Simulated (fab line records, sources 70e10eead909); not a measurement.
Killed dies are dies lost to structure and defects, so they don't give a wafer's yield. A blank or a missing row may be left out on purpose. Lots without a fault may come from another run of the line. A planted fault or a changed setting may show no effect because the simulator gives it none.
Chamber matching | flow nand_harc | NHARC_P_GATE_DESCUM_93 on rie_diel-13: 4 sister chambers
The step chemistry O2, time 3 s. 4 wafers are shown with their chamber, then 9 later ones without.

WAFERS WITH THEIR CHAMBER
wafer  | chamber | drypump_motor_current_A (A)
L531.6 | 2       | 6.0
L534.3 | 3       | 6.2
L534.4 | 0       | 5.6
L534.5 | 1       | 5.2

WAFERS WITHOUT THEIR CHAMBER
wafer  | drypump_motor_current_A (A)
L537.1 | 5.5
L537.4 | 5.2
L537.6 | 5.5
L538.1 | 6.0
L538.2 | 5.2
L538.4 | 5.2
L540.1 | 5.6
L540.2 | 6.2
L540.6 | 6.0

WHICH CHAMBER EACH WENT THROUGH
wafer  | from the rows above | in truth
L537.1 | 0                   | 0
L537.4 | 1                   | 1
L537.6 | 0                   | 0
L538.1 | 2                   | 2
L538.2 | 1                   | 1
L538.4 | 1                   | 1
L540.1 | 0                   | 0
L540.2 | 3                   | 3
L540.6 | 2                   | 2
Placed correctly: 9 of 9. Can't be placed from these rows: 0. Placed wrongly: 0.
How it was worked out, from the rows above alone: a wafer's distance from a chamber is the root of the sum, over the readings, of the square of ((its reading less the chamber's mean) divided by the reading's scatter). The wafer belongs to the nearest chamber; if the next one is less than 2 further off, it can't be placed. A chamber's mean is the mean of its shown wafers. The scatter: with one shown wafer a chamber, the root of the mean of the squares of how far each hidden wafer lies from its nearest shown one.
